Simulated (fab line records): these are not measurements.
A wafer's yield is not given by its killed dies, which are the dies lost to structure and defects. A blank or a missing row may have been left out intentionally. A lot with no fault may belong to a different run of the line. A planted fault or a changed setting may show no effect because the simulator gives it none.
Matching of chambers    flow nand_harc    rie_diel-04 running NHARC_A_CHANNEL_FILL_D1_ETCHBACK_20: 4 sister chambers
The step etches the open film in C4F8/O2/Ar, target depth 27 nm, time 13.5 s. 16 wafers are shown with their chamber, then 8 later ones without.

== WAFERS WITH THEIR CHAMBER ==
wafer   chamber  rf_vpp_V (V)  oes_product_au (a.u.)
L074.1  2        970           1.00
L074.3  0        969           0.99
L074.6  2        970           0.99
L078.2  0        968           0.99
L078.3  1        969           1.01
L078.5  2        970           1.00
L080.1  1        969           1.01
L080.4  3        980           0.99
L080.6  2        970           0.98
L084.2  3        978           0.93
L084.4  2        971           0.92
L084.5  0        968           0.92
L085.1  3        978           0.92
L085.2  2        969           0.92
L085.3  1        969           0.94
L088.1  1        968           1.00

SIGNATURES (means of the wafers above)
reading         chamber 0  chamber 1  chamber 2  chamber 3  scatter within a chamber
rf_vpp_V        968.33     968.75     970.00     978.67     0.712
oes_product_au  0.9667     0.9900     0.9683     0.9467     0.0374
Rule: a wafer's distance from a chamber is the root of the sum, over the readings, of the square of ((its reading less the chamber's mean) divided by the reading's scatter). If the next closest chamber is less than 2 further off than the closest, the wafer can't be placed; otherwise it belongs to the closest. The scatter: the root of (the sum of the squares of (reading less its chamber's mean) over the shown wafers, divided by (wafers less chambers)).

== WAFERS WITH NO CHAMBER GIVEN ==
wafer   rf_vpp_V (V)  oes_product_au (a.u.)
L088.4  979           0.99
L088.5  970           1.00
L093.3  970           0.91
L093.4  969           0.94
L093.6  969           0.94
L097.2  968           1.01
L097.4  970           0.99
L097.5  968           1.01

== WHICH CHAMBER EACH WENT THROUGH ==
wafer   from the rows above           in truth
L088.4  3                             3
L088.5  can't be placed: 2 or 1 or 0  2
L093.3  can't be placed: 2 or 1 or 0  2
L093.4  can't be placed: 0 or 1 or 2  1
L093.6  can't be placed: 0 or 1 or 2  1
L097.2  can't be placed: 1 or 0 or 2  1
L097.4  can't be placed: 2 or 1 or 0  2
L097.5  can't be placed: 1 or 0 or 2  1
Correct placement for 1 of the 8. From these rows, 7 cannot be placed; in 7 the true chamber is one of the candidates. Wrongly placed: 0.
